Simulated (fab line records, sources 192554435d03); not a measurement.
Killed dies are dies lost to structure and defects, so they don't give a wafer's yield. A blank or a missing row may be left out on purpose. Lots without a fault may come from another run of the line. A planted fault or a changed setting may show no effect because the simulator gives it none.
A struck lot beside a sound one | flow n5_finfet | 37 steps out of a route of 1938
Sound: wafers L393.2, L393.3, L393.6. Struck: wafers L382.1, L382.3, L382.4. The cause comes at the end.
At each step with rows: each side's tool, then ch and its chambers, then its first start. Under that, the readings that differ: sound wafers | struck wafers | difference of the means | sigmas: that difference in standard deviations of wafers without a fault.
alike: readings whose means differ by less than 2 such deviations, and words and numbers that are the same on both sides. not compared: withheld readings, readings that some wafer has no value for, bounds like >300 that may hide the same value, and numbers for which the record gives no deviation and whose values overlap.
The two part at a step that has a row with sigmas, a row that says differs or no value, or rows on one side only. Numbers that don't overlap but have no deviation are shown without sigmas and don't part them. A reading that every wafer of one side lacks parts them only if that side has two wafers or more.

first, 9 steps without rows for these wafers: N5_BEOL_M4_ANNEAL_95 (time 240 s); N5_BEOL_M4_SPUTTER_96 (material Cu, target thk 4.5 nm, time 8.29 s); N5_BEOL_M4_ECD_50 (material Cu, target thk 300 nm); N5_BEOL_M4_ANNEAL_51 (time 90 s); N5_BEOL_M4_CMP_52 (polishes, stops on SiOC, t overpolish 6.8 s, target thk 40 nm); N5_BEOL_M4_PRE_CLEAN_60 (time 15 s); N5_BEOL_M4_CO_CAP_55 (material Co, precursor CCTBA/H2, target thk 2 nm, time 102.1 s); N5_BEOL_M4_PRE_CLEAN_56 (time 15 s); N5_BEOL_M4_DEP_57 (deposits SiCN from 3MS/NH3, target thk 8 nm, time 14 s).
N5_BEOL_M4_RC_MEAS_101:
  sound on prober-02 ch 0, day 12 16:23; struck on prober-01 ch 0, day 9 21:52
  alike: DIBL_N, DIBL_P, IOFF_N, IOFF_P, ION_N, ION_P, SS_N, SS_P, VT_N, VT_P
then, 24 steps without rows for these wafers: N5_BEOL_M5_ILD_DEP_00 (deposits SiCOH lowk from DEMS/porogen, target thk 140.64 nm, time 25.9 s); N5_BEOL_M5_CURE_79 (cures SiCOH lowk, time 240 s); N5_BEOL_M5_PECVD_70 (deposits SiO2 from TEOS/O2, target thk 16 nm, time 18 s); N5_BEOL_M5_HM_DEP_02 (deposits TiN, target thk 20 nm); N5_BEOL_M5_COAT_59 (time 60 s, resist thk 60 nm); N5_BEOL_M5_COAT_60 (time 60 s, resist thk 12 nm); N5_BEOL_M5_COAT_71 (time 60 s, resist thk 5 nm); N5_BEOL_M5_COAT_05 (resist thk 30 nm); N5_BEOL_M5_EBR_07; N5_BEOL_M5_SOFTBAKE_06 (time 60 s); N5_BEOL_M5_EXPOSE_08 (exposes mask M5, target cd 28 nm); N5_BEOL_M5_PEB_09 (peb time 60 s); N5_BEOL_M5_DEVELOP_10 (develop time 30 s); N5_BEOL_M5_DESCUM_16 (chemistry O2, time 7 s); N5_BEOL_M5_ETCH_72 (etches underlayer in N2/H2, target depth 6.5 nm, time 5.2 s); N5_BEOL_M5_ETCH_61 (etches SiARC in CF4, target depth 15.6 nm, time 26 s); N5_BEOL_M5_ETCH_62 (etches SOC in N2/H2, target depth 75 nm, overetch 15 nm, time 112.5 s); N5_BEOL_M5_STRIP_63 (strips in N2/H2); N5_BEOL_M5_STRIP_73 (strips in N2/H2); N5_BEOL_M5_STRIP_64 (strips in CF4); N5_BEOL_M5_HM_OPEN_17 (chemistry Cl2/BCl3, target TiN, target depth 20 nm, overetch 6 nm); N5_BEOL_M5_STRIP_19 (strips in O2); N5_BEOL_M5_COAT_65 (time 60 s, resist thk 60 nm); N5_BEOL_M5_COAT_66 (time 60 s, resist thk 12 nm).
N5_BEOL_M7_ANNEAL_51: time 90 s.
  sound on rtp_anneal-01 ch 0, day 13 20:49; struck on rtp_anneal-01, day 11 07:07
  no value came back on the struck wafers for anneal_temp_c (C), anneal_temp_c_max, wafer_temp_C_max; on the sound wafers anneal_temp_c (C) reads 225.08 224.76 224.90
N5_BEOL_M7_CMP_52: polishes, stops on SiCOH lowk, t overpolish 6.9 s, target thk 80 nm.
  sound on cmp-01 ch 0,1,3, day 13 21:08; struck on cmp-04 ch 0,2,3, day 11 07:26
  reading                      | sound          | struck         | difference | sigmas
  barrier_field_endpoint_s (s) | 28.9 28.3 28.5 | 32.7 35.0 33.5 | +5.2       | +7
  time_to_endpoint_s (s)       | 66 65 64       | 80 81 81       | +16        | +5
  alike: motor_current_A, overpolish_run_s, retaining_ring_pressure_frac, slurry_flow_ml_min
-- the record jumps here: 4 days lie between the struck wafers' starts before and after (it left off in module BEOL_M7 and takes up again in module PASSIVATION, whose first step shown is number 1936 of the route) --
N5_PASSIVATION_PROBE_49:
  the record has rows for the struck wafers here (prober-01, day 15 03:25) and none for the sound ones

WHERE THEY PART
First at N5_BEOL_M7_ANNEAL_51; last, within this record, at N5_PASSIVATION_PROBE_49.

WHY: what the simulator had put in
Skipped step whole: rtp_anneal-01, from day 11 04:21 on, at N5_BEOL_M7_ANNEAL_51. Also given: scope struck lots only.
